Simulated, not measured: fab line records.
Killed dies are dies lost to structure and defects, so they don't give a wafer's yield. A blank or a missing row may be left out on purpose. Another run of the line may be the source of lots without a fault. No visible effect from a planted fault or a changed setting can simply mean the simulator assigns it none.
Chamber matching || flow n5_finfet || cmp-03 running N5_MOL_CONTACT_COAG_CMP_52: 4 sister chambers
The step polishes, stops on SiO2, t overpolish 1.5 s, target thk 66.5 nm. 14 wafers are shown with their chamber, then 7 later ones without.

== EACH WAFER AND ITS CHAMBER ==
{"wafer": "L076.1", "chamber": 1, "motor_current_A (A)": 13.9, "time_to_endpoint_s (s)": 10.0, "overpolish_run_s (s)": 1.490}
{"wafer": "L076.3", "chamber": 0, "motor_current_A (A)": 10.4, "time_to_endpoint_s (s)": 14.0, "overpolish_run_s (s)": 1.494}
{"wafer": "L076.4", "chamber": 3, "motor_current_A (A)": 12.5, "time_to_endpoint_s (s)": 15.3, "overpolish_run_s (s)": 1.511}
{"wafer": "L078.1", "chamber": 1, "motor_current_A (A)": 13.2, "time_to_endpoint_s (s)": 9.6, "overpolish_run_s (s)": 1.502}
{"wafer": "L078.3", "chamber": 2, "motor_current_A (A)": 12.5, "time_to_endpoint_s (s)": 12.5, "overpolish_run_s (s)": 1.515}
{"wafer": "L078.6", "chamber": 0, "motor_current_A (A)": 11.3, "time_to_endpoint_s (s)": 12.2, "overpolish_run_s (s)": 1.501}
{"wafer": "L079.1", "chamber": 0, "motor_current_A (A)": 10.2, "time_to_endpoint_s (s)": 10.8, "overpolish_run_s (s)": 1.487}
{"wafer": "L079.3", "chamber": 3, "motor_current_A (A)": 12.4, "time_to_endpoint_s (s)": 12.6, "overpolish_run_s (s)": 1.498}
{"wafer": "L079.5", "chamber": 1, "motor_current_A (A)": 13.4, "time_to_endpoint_s (s)": 6.0, "overpolish_run_s (s)": 1.517}
{"wafer": "L081.1", "chamber": 1, "motor_current_A (A)": 13.5, "time_to_endpoint_s (s)": 10.8, "overpolish_run_s (s)": 1.506}
{"wafer": "L081.2", "chamber": 3, "motor_current_A (A)": 12.3, "time_to_endpoint_s (s)": 14.0, "overpolish_run_s (s)": 1.491}
{"wafer": "L081.3", "chamber": 2, "motor_current_A (A)": 13.3, "time_to_endpoint_s (s)": 14.5, "overpolish_run_s (s)": 1.492}
{"wafer": "L082.1", "chamber": 3, "motor_current_A (A)": 12.8, "time_to_endpoint_s (s)": 14.6, "overpolish_run_s (s)": 1.489}
{"wafer": "L082.2", "chamber": 1, "motor_current_A (A)": 12.8, "time_to_endpoint_s (s)": 12.9, "overpolish_run_s (s)": 1.510}

SIGNATURES (averages over the wafers above)
{"reading": "motor_current_A", "chamber 0": 10.633, "chamber 1": 13.360, "chamber 2": 12.900, "chamber 3": 12.500, "scatter within a chamber": 0.424}
{"reading": "time_to_endpoint_s", "chamber 0": 12.333, "chamber 1": 9.860, "chamber 2": 13.500, "chamber 3": 14.125, "scatter within a chamber": 1.9}
{"reading": "overpolish_run_s", "chamber 0": 1.49400, "chamber 1": 1.50500, "chamber 2": 1.50350, "chamber 3": 1.49725, "scatter within a chamber": 0.0103}
Rule: distance of a wafer from a chamber = root of the sum over the readings of ((wafer's reading minus chamber's mean) / reading's scatter) squared. The wafer belongs to the nearest chamber; if the next one is less than 2 further off, it can't be placed. The scatter is the square root of a quotient: the sum, over the shown wafers, of each reading's squared deviation from its chamber's mean, divided by wafers minus chambers.

== WAFERS WITHOUT THEIR CHAMBER ==
{"wafer": "L082.6", "motor_current_A (A)": 13.8, "time_to_endpoint_s (s)": 12.3, "overpolish_run_s (s)": 1.507}
{"wafer": "L089.1", "motor_current_A (A)": 11.0, "time_to_endpoint_s (s)": 13.9, "overpolish_run_s (s)": 1.487}
{"wafer": "L089.5", "motor_current_A (A)": 13.0, "time_to_endpoint_s (s)": 11.0, "overpolish_run_s (s)": 1.494}
{"wafer": "L089.6", "motor_current_A (A)": 13.8, "time_to_endpoint_s (s)": 10.4, "overpolish_run_s (s)": 1.502}
{"wafer": "L096.1", "motor_current_A (A)": 12.3, "time_to_endpoint_s (s)": 16.1, "overpolish_run_s (s)": 1.507}
{"wafer": "L096.2", "motor_current_A (A)": 12.8, "time_to_endpoint_s (s)": 16.1, "overpolish_run_s (s)": 1.500}
{"wafer": "L096.3", "motor_current_A (A)": 13.6, "time_to_endpoint_s (s)": 12.6, "overpolish_run_s (s)": 1.509}

== WHICH CHAMBER EACH ONE RAN IN ==
{"wafer": "L082.6", "from the rows above": "can't be placed: 1 or 2 or 3", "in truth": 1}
{"wafer": "L089.1", "from the rows above": 0, "in truth": 0}
{"wafer": "L089.5", "from the rows above": "can't be placed: 1 or 2 or 3", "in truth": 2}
{"wafer": "L089.6", "from the rows above": "can't be placed: 1 or 2", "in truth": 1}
{"wafer": "L096.1", "from the rows above": "can't be placed: 3 or 2", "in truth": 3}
{"wafer": "L096.2", "from the rows above": "can't be placed: 3 or 2", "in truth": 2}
{"wafer": "L096.3", "from the rows above": "can't be placed: 1 or 2 or 3", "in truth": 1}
Correct placement for 1 of the 7. Cannot be placed on the basis of these rows: 6; the candidates contain the true chamber in 6. Number placed wrongly: 0.
